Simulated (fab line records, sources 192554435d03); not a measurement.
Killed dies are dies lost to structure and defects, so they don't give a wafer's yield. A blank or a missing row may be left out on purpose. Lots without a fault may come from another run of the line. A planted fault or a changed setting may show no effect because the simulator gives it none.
Problem report in the 8D (eight disciplines) form, filled by code | flow n5_finfet | the parts of the form that need people (team, actions taken, sign-off) are left out

1. THE PROBLEM
barrier_field_endpoint_s at N5_BEOL_M11_CMP_52 reads a mean of 33.0 s on 1 wafer of 1 lot; wafers without a fault read 29.1 s with a standard deviation of 0.78. That is +5.0 standard deviations from the usual mean.
The step: polishes, stops on SiCOH lowk, t overpolish 7 s, target thk 140 nm.
First seen on wafer L672.6, day 14 11:06, on cmp-01. The record holds 25 wafers of 10 lots with a number at this step. Rule for "out", or "out of limits": more than 4 standard deviations from the usual mean. The other wafers with a number count as sound.

2. WHAT IT IS AND WHAT IT IS NOT
question                    | is                       | is not
which readings at this step | barrier_field_endpoint_s | slurry_filter_dp_kPa
which lots                  | L672                     | L654, L655, L656, L660, L661, L662, L663, L665, L666
which wafers of those lots  | L672.6                   | L672.5
read on which tools         | cmp-01                   | cmp-02, cmp-03
when                        | from day 14 11:06        | up to then (24 sound wafers)

3. SUSPECTS, AND WHAT RULES EACH OUT
Counting: a tool at a process step up to the reading stays a suspect if it ran every lot that is out. Sound lots after the first of them don't rule it out here, since some wafers of a struck lot are sound.
- pecvd-04 at N5_BEOL_M11_PECVD_70 (deposits SiO2 from TEOS/O2, target thk 20 nm, time 22.7 s): kept. It ran the lot that is out, L672 (day 14 02:33); its last sound lot up to then is L666 (day 12 22:32).
- rie_diel-05 at N5_BEOL_M11_DESCUM_33 (chemistry O2, time 7.9 s): kept. It ran the lot that is out, L672 (day 14 07:56); its last sound lot up to then is L656 (day 10 19:37).
- rie_diel-05 at N5_BEOL_M11_ETCH_65 (etches SiARC in CF4, target depth 39 nm, time 65 s): kept. It ran the lot that is out, L672 (day 14 07:58); its last sound lot up to then is L656 (day 10 19:39).
- uv_cure-03 at N5_BEOL_M11_CURE_72 (cures SiCOH lowk, time 120 s): kept. It ran the lot that is out, L672 (day 14 08:48); its last sound lot up to then is L666 (day 13 02:56).
- cmp-01 at N5_BEOL_M11_CMP_52 (polishes, stops on SiCOH lowk, t overpolish 7 s, target thk 140 nm): kept. It ran the lot that is out, L672 (day 14 11:06); its last sound lot up to then is L666 (day 13 04:39). Its own readings are out on those wafers: barrier_field_endpoint_s.
- Within pecvd-04 at N5_BEOL_M11_PECVD_70: the wafers that are out ran in chamber 2; their sound lot-mates ran in chamber 0.
- Within rie_diel-05 at N5_BEOL_M11_DESCUM_33: the wafers that are out ran in chamber 2; their sound lot-mates ran in chamber 0.
- Within rie_diel-05 at N5_BEOL_M11_ETCH_65: the wafers that are out ran in chamber 2; their sound lot-mates ran in chamber 0.
- Within cmp-01 at N5_BEOL_M11_CMP_52: the wafers that are out ran in chamber 2; their sound lot-mates ran in chamber 1.
Left after counting: pecvd-04 at N5_BEOL_M11_PECVD_70, rie_diel-05 at N5_BEOL_M11_DESCUM_33, rie_diel-05 at N5_BEOL_M11_ETCH_65, uv_cure-03 at N5_BEOL_M11_CURE_72, cmp-01 at N5_BEOL_M11_CMP_52.

4. THE CAUSE (what the simulator had put in)
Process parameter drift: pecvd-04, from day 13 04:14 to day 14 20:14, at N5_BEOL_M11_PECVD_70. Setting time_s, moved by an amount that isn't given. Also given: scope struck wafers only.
Counting left 5 suspects, and this tool is among them.

5. THE CHAIN OF EFFECTS, in route order
Each row: a reading whose mean over the struck wafers that have a number lies more than 3 standard deviations from the usual. Only readings for which the record gives a usual standard deviation are gone through. hours: the time from each lot's start at the first step in this table that gives one to its start at this step, as a median over the lots. sigmas: the change in usual standard deviations.
hours | step               | reading                  | usual  | on struck wafers | change | sigmas
0     | N5_BEOL_M11_CMP_52 | barrier_field_endpoint_s | 29.1 s | 33.0             | +3.9   | +5.0
The process steps in it:
- N5_BEOL_M11_CMP_52: polishes, stops on SiCOH lowk, t overpolish 7 s, target thk 140 nm.

6. WHAT WOULD HAVE CAUGHT IT SOONER
In this record the first reading out of limits was taken at day 14 11:06, 31 hours after the fault began at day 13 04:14.
Of the tool readings at N5_BEOL_M11_PECVD_70 for which the record gives a usual standard deviation, none was out on any struck wafer, so an alarm limit of 4 standard deviations on them would not have fired.
All the lots that are out (1) had begun N5_BEOL_M11_PECVD_70 on pecvd-04 by day 14 11:06. A hold on the tool at that time would have spared none of them.
